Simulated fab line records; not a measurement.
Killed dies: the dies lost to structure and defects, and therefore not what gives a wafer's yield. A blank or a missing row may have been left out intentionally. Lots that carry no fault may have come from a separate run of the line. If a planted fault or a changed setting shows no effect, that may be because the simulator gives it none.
What tool caused it?    flow n5Finfet    23 wafers from 9 lots sampled at 5 of the route's 1938 steps

== WHAT THE GAUGES READ, wafer by wafer ==
N5_BEOL_M4_RC_MEAS_101. Usual: DIBL_N 36.5 mV/V, standard deviation 2.2; DIBL_P 36.9 mV/V, standard deviation 2.9; IOFF_N 0.17 nA/um, standard deviation 0.044; IOFF_P 0.22 nA/um, standard deviation 0.052; ION_N 671 uA/um, standard deviation 16; ION_P 461 uA/um, standard deviation 10; SS_N 71.6 mV/dec, standard deviation 0.73; SS_P 73.5 mV/dec, standard deviation 0.79; VT_N 250 mV, standard deviation 4.1; VT_P -250 mV, standard deviation 4.1.
lot   measured      on         DIBL_N (mV/V)   DIBL_P (mV/V)   IOFF_N (nA/um)  IOFF_P (nA/um)  ION_N (uA/um)  ION_P (uA/um)  SS_N (mV/dec)   SS_P (mV/dec)   VT_N (mV)    VT_P (mV)       flag
L415  day 8 10:38   prober-01  34.2 35.1 32.4  34.7 37.1 30.0  0.12 0.13 0.09  0.16 0.19 0.10  667 674 647    455 463 440    70.9 71.0 70.4  72.1 72.9 71.1  253 252 260  -255 -254 -262  
L422  day 10 03:28  prober-01  37.2 33.1 36.8  36.5 31.3 36.6  0.16 0.11 0.16  0.25 0.18 0.24  671 648 660    462 447 462    71.9 71.2 71.2  73.6 73.2 73.8  252 255 250  -246 -248 -247  
L423  day 11 02:48  prober-01  35.8 37.1 34.8  35.2 38.6 32.0  0.14 0.16 0.13  0.19 0.24 0.14  670 652 638    454 453 436    71.9 72.5 72.4  73.4 73.8 72.6  253 248 258  -253 -250 -258  
L424  day 10 18:16  prober-01  38.5 42.5 39.5  37.3 43.5 39.5  0.19 0.31 0.23  0.25 0.40 0.30  694 705 695    466 483 477    72.3 72.5 72.6  73.6 75.3 73.9  247 241 247  -248 -241 -245  
L434  day 13 09:28  prober-02  34.6 36.5       34.3 37.3       0.13 0.18       0.16 0.20       652 669        445 453        71.5 71.7       72.7 73.7       253 245      -253 -250       
L435  day 14 03:44  prober-02  35.1 40.6       34.2 41.2       0.16 0.31       0.24 0.38       682 707        478 487        71.1 72.5       72.9 74.8       251 241      -243 -238       
L436  day 14 06:13  prober-02  38.1 36.0       37.4 34.1       0.16 0.12       0.24 0.16       648 654        447 448        71.6 71.5       74.0 72.8       252 256      -250 -254       
L437  day 14 05:49  prober-01  35.3 38.1 37.8  35.5 38.7 39.4  0.14 0.18 0.17  0.18 0.23 0.25  666 674 668    461 463 461    70.9 71.7 71.4  73.1 74.3 74.4  250 247 248  -252 -249 -252  
L438  day 15 04:48  prober-01  40.2 42.3       42.9 44.0       0.23 0.28       0.29 0.33       669 702        456 471        72.3 73.4       74.7 75.0       248 242      -247 -243       

== EACH LOT AND THE TOOL THAT RAN IT (in order: tool; ch and the chambers of the sampled wafers; start) ==
lot   N5_MOL_CONTACT_COAG_PRE_CLEAN_142  N5_MOL_CONTACT_COAG_ETCH_90        N5_MOL_CONTACT_COAG_VIA_ETCH_46   N5_MOL_CONTACT_COAG_ETCH_47
L415  pvdSputter-02, day 5 03:40         rieDiel-05 ch 0,1,3, day 5 08:12   rieDiel-06 ch 2,3, day 5 08:43    rieDiel-06 ch 2,3, day 5 08:49
L422  pvdSputter-01, day 6 12:51         rieDiel-05 ch 0,1, day 6 16:55     rieDiel-05 ch 0,1,3, day 6 17:19  rieDiel-05 ch 0,1,3, day 6 17:26
L423  pvdSputter-02, day 6 21:14         rieDiel-06 ch 1,3, day 7 01:50     rieDiel-06 ch 1,3, day 7 02:22    rieDiel-06 ch 1,3, day 7 02:29
L424  pvdSputter-03, day 7 05:29         rieDiel-06 ch 0,1,3, day 7 09:28   rieDiel-06 ch 0,3, day 7 09:53    rieDiel-06 ch 0,3, day 7 09:59
L434  pvdSputter-03, day 9 20:02         rieDiel-05 ch 0,1, day 10 00:32    rieDiel-02 ch 1,2, day 10 00:58   rieDiel-02 ch 1,2, day 10 01:04
L435  pvdSputter-01, day 10 02:48        rieDiel-06 ch 0, day 10 08:03      rieDiel-02 ch 0, day 10 08:31     rieDiel-02 ch 0, day 10 08:37
L436  pvdSputter-01, day 10 06:10        rieDiel-05 ch 1,3, day 10 10:19    rieDiel-06 ch 2,3, day 10 10:44   rieDiel-06 ch 2,3, day 10 10:50
L437  pvdSputter-03, day 10 09:37        rieDiel-06 ch 0,1,3, day 10 13:56  rieDiel-02 ch 1,3, day 10 14:28   rieDiel-02 ch 1,3, day 10 14:35
L438  pvdSputter-01, day 10 17:21        rieDiel-02 ch 0,3, day 10 22:04    rieDiel-06 ch 2,3, day 10 22:40   rieDiel-06 ch 2,3, day 10 22:46
- N5_MOL_CONTACT_COAG_PRE_CLEAN_142: time 60 s.
- N5_MOL_CONTACT_COAG_ETCH_90: etches SiARC in CF4, target depth 13 nm, time 21.7 s.
- N5_MOL_CONTACT_COAG_VIA_ETCH_46: etches SiO2 in C4F6/O2, target depth 46 nm, overetch 9.2 nm, time 40 s.
- N5_MOL_CONTACT_COAG_ETCH_47: etches SiNx in CH3F/O2, stops on W, target depth 27 nm.

== WHAT THE TOOLS THEMSELVES READ (means of the sampled wafers that have a number; where no wafer has one, the mark that the record gives instead) ==
N5_MOL_CONTACT_COAG_PRE_CLEAN_142. Usual: heaterPowerW at 463 W, with a standard deviation of 47.
lot   tool           heaterPowerW (W)  flag
L415  pvdSputter-02  465               
L422  pvdSputter-01  533               
L423  pvdSputter-02  484               
L424  pvdSputter-03  460               
L434  pvdSputter-03  461               
L435  pvdSputter-01  456               
L436  pvdSputter-01  510               
L437  pvdSputter-03  458               
L438  pvdSputter-01  506               

N5_MOL_CONTACT_COAG_ETCH_90. Usual: value, then standard deviation, for each; biasW 35.99 W / 0.1; drypumpMotorCurrentA 5.6 A / 0.55; etchRfOnTimeS 21.9 s / 0.67; oesProductAu 0.66 a.u. / 0.069; rfVppV 184.2 V / 0.98; showerheadPlenumPTorr 2.16 Torr / 0.046; throttleValvePct 15.6 % / 0.33.
lot   tool        biasW (W)  drypumpMotorCurrentA (A)  etchRfOnTimeS (s)  oesProductAu (a.u.)  rfVppV (V)  showerheadPlenumPTorr (Torr)  throttleValvePct (%)  flag
L415  rieDiel-05  36.03      5.6                       22.4               0.63                 184.7       2.15                          15.6                  
L422  rieDiel-05  36.06      5.8                       22.0               0.66                 184.3       2.10                          15.5                  
L423  rieDiel-06  35.97      5.9                       21.8               0.74                 184.8       2.13                          15.0                  
L424  rieDiel-06  36.03      5.5                       22.1               0.70                 184.3       2.16                          15.3                  
L434  rieDiel-05  35.97      5.6                       22.4               0.62                 184.2       2.10                          15.6                  
L435  rieDiel-06  36.07      5.3                       22.4               0.62                 185.0       2.21                          15.9                  
L436  rieDiel-05  35.92      5.2                       22.7               0.58                 184.6       2.17                          15.7                  
L437  rieDiel-06  35.91      5.5                       21.9               0.68                 184.5       2.15                          15.4                  
L438  rieDiel-02  35.92      5.8                       21.5               0.69                 184.8       2.20                          15.8                  

N5_MOL_CONTACT_COAG_VIA_ETCH_46. Usual: biasW 454.9 W, standard deviation 1.5; drypumpMotorCurrentA 5.6 A, standard deviation 0.53; oesProductAu 0.70 a.u., standard deviation 0.071; rfVppV 1570 V, standard deviation 37; showerheadPlenumPTorr 2.86 Torr, standard deviation 0.064; throttleValvePct 40.8 %, standard deviation 0.37.
lot   tool        biasW (W)  drypumpMotorCurrentA (A)  oesProductAu (a.u.)  rfVppV (V)  showerheadPlenumPTorr (Torr)  throttleValvePct (%)  flag
L415  rieDiel-06  453.7      5.2                       0.70                 1607        2.85                          40.0                  
L422  rieDiel-05  454.4      5.6                       0.67                 1564        2.84                          40.6                  
L423  rieDiel-06  478.7      5.4                       0.78                 1659        2.81                          40.4                  OFF
L424  rieDiel-06  477.3      5.1                       0.71                 1617        2.89                          40.8                  OFF
L434  rieDiel-02  455.2      5.4                       0.65                 1576        2.89                          41.2                  
L435  rieDiel-02  453.8      6.2                       0.61                 1625        2.92                          41.2                  
L436  rieDiel-06  454.5      5.1                       0.79                 1606        2.81                          40.5                  
L437  rieDiel-02  455.1      5.6                       0.71                 1561        2.86                          41.3                  
L438  rieDiel-06  455.9      5.1                       0.79                 1606        2.81                          40.6                  

N5_MOL_CONTACT_COAG_ETCH_47. Usual: value, then standard deviation, for each; biasW 73.02 W / 0.22; drypumpMotorCurrentA 5.6 A / 0.53; etchRfOnTimeS 31.6 s / 0.75; oesProductAu 0.70 a.u. / 0.075; rfVppV 294 V / 7.4; showerheadPlenumPTorr 2.02 Torr / 0.048; throttleValvePct 16.3 % / 0.31.
lot   tool        biasW (W)  drypumpMotorCurrentA (A)  etchRfOnTimeS (s)  oesProductAu (a.u.)  rfVppV (V)  showerheadPlenumPTorr (Torr)  throttleValvePct (%)  flag
L415  rieDiel-06  72.80      5.2                       32.0               0.70                 301         2.01                          16.3                  
L422  rieDiel-05  72.94      5.6                       31.8               0.66                 292         2.00                          16.3                  
L423  rieDiel-06  72.88      5.3                       31.2               0.80                 300         1.98                          15.8                  
L424  rieDiel-06  73.09      5.1                       32.0               0.72                 291         2.04                          16.3                  
L434  rieDiel-02  72.94      5.4                       31.6               0.65                 295         2.04                          16.6                  
L435  rieDiel-02  73.14      6.2                       31.9               0.61                 305         2.06                          16.8                  
L436  rieDiel-06  72.98      5.1                       30.6               0.81                 302         1.98                          16.0                  
L437  rieDiel-02  72.94      5.6                       31.2               0.73                 293         2.02                          16.6                  
L438  rieDiel-06  73.19      5.1                       30.6               0.80                 302         1.98                          16.0                  

== THE ANSWER, worked out from the rows above alone ==
Rule: a lot counts as off when the mean over its wafers that have a number is more than 3 standard deviations away from the usual mean. A lot without any number at a reading at which 4 lots or more have one is off too. Where the step has rows for the other lots, those lots are counted as sound. After the gauges, taken in route order, come the tools' own readings; for these a lot's mean is taken, as printed above. The first step at which some lot is off is used, and at that step the reading that is off furthest; a lot without a number counts as furthest.
Off: L423, L424, at N5_MOL_CONTACT_COAG_VIA_ETCH_46 (biasW).
A tool fits if, at that step or a process step before it, it ran every lot that is off, and no sound lot after the first of them. Of those tried, none fits.

== WHAT HAD BEEN PUT IN BY THE SIMULATOR ==
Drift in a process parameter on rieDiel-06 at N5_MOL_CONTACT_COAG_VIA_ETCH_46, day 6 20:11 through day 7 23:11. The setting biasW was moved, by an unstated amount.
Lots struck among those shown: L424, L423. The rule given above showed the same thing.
